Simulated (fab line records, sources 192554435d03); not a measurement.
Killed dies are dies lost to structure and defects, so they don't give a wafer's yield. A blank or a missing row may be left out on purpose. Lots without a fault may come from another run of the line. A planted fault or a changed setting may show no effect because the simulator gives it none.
Split-lot experiment | flow n5_finfet | 7 lots, 21 wafers read, on a route of 1938 steps

THE SPLIT
At N5_BEOL_M15_ILD_DEP_00 (deposits SiO2 from TEOS/O2, target thk 1629.3 nm, time 346.1 s), the setting time_s was moved away from the recipe's 346.1 s on 8 of the 21 wafers read, by -10.1% to +6.1%. The other wafers ran this setting at the recipe's value.

The file shows no step between the split and the reading.

THE READING
M15_ILD_THK, in nm, at N5_BEOL_M15_THK_MEAS_01. Fault-free wafers of this fab line usually give 1631 nm, standard deviation 21 nm.

wafer  | tool, chamber at the split | time_s as run, s | against the recipe | M15_ILD_THK, nm | against lot-mates on the recipe
L076.1 | pecvd-03, 1                | 346.1            | recipe             | 1601            | -
L076.4 | pecvd-03, 2                | 346.1            | recipe             | 1653            | -
L076.6 | pecvd-03, 0                | 346.1            | recipe             | 1647            | -
L077.2 | pecvd-04, 0                | 311.1            | -10.1%             | 1444            | -190
L077.3 | pecvd-04, 1                | 346.1            | recipe             | 1634            | -
L077.6 | pecvd-04, 2                | 311.1            | -10.1%             | 1489            | -145
L082.1 | pecvd-02, 0                | 346.1            | recipe             | 1611            | -
L082.4 | pecvd-02, 0                | 346.1            | recipe             | 1639            | -
L082.5 | pecvd-02, 1                | 329.7            | -4.7%              | 1572            | -53
L086.2 | pecvd-02, 1                | 346.1            | recipe             | 1603            | -
L086.3 | pecvd-02, 2                | 320              | -7.5%              | 1469            | -152
L086.6 | pecvd-02, 1                | 346.1            | recipe             | 1639            | -
L093.1 | pecvd-02, 1                | 346.1            | recipe             | 1609            | -
L093.2 | pecvd-02, 2                | 346.1            | recipe             | 1590            | -
L093.6 | pecvd-02, 1                | 346.1            | recipe             | 1626            | -
L094.1 | pecvd-02, 1                | 346.1            | recipe             | 1648            | -
L094.3 | pecvd-02, 2                | 367.2            | +6.1%              | 1701            | +53
L094.6 | pecvd-02, 1                | 367.2            | +6.1%              | 1772            | +124
L097.2 | pecvd-02, 1                | 346.1            | recipe             | 1612            | -
L097.3 | pecvd-02, 0                | 329.8            | -4.7%              | 1540            | -72
L097.5 | pecvd-02, 0                | 329.8            | -4.7%              | 1549            | -63

THE FIT
A straight line over all 21 wafers: M15_ILD_THK changes by +16.9 nm for each +1% of time_s; r = +0.95; the points scatter about the line by 24 nm.
The same after taking each lot's own level away (the mean of its wafers on the recipe; 21 wafers): +16.1 nm for each +1%; r = +0.96; scatter 21 nm.
On that fit, the largest move of time_s shifts the reading by 1.6e+02 nm.
The lots' own levels span 1608.3 to 1648.0 nm, that is 1.9 times the standard deviation above.
So the lot-to-lot level changes the slope little: the two slopes agree.
Check: with one of the wafers moved furthest among these (-10.1%) left out of the fit, the line predicts -154 nm for it against its lot-mates. It came out at -190 nm against them.

THE WHOLE CHAIN: every reading that the file lists as answering this split, in the file's order
step                    | what it does                                                   | reading                                                                             | change (the file's fit)              | r (the file's)
N5_BEOL_M15_ILD_DEP_00  | deposits SiO2 from TEOS/O2, target thk 1629.3 nm, time 346.1 s | SiO2_of_BEOL_M15_ILD_DEP_00.thk_nm (the simulator's own value, which no gauge read) | +16.3 nm for each +1% of the setting | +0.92
N5_BEOL_M15_THK_MEAS_01 |                                                                | M15_ILD_THK                                                                         | +16.4 for each +1% of the setting    | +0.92
N5_BEOL_M15_VIA_ETCH_16 | etches SiO2 in C4F8/O2/Ar, target depth 1792.2 nm              | etch.depth_nm (the simulator's own value, which no gauge read)                      | +16.3 nm for each +1% of the setting | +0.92

THE FILE'S OWN FIT
M15_ILD_THK changes by +16.4 nm for each +1% of time_s, r = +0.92.
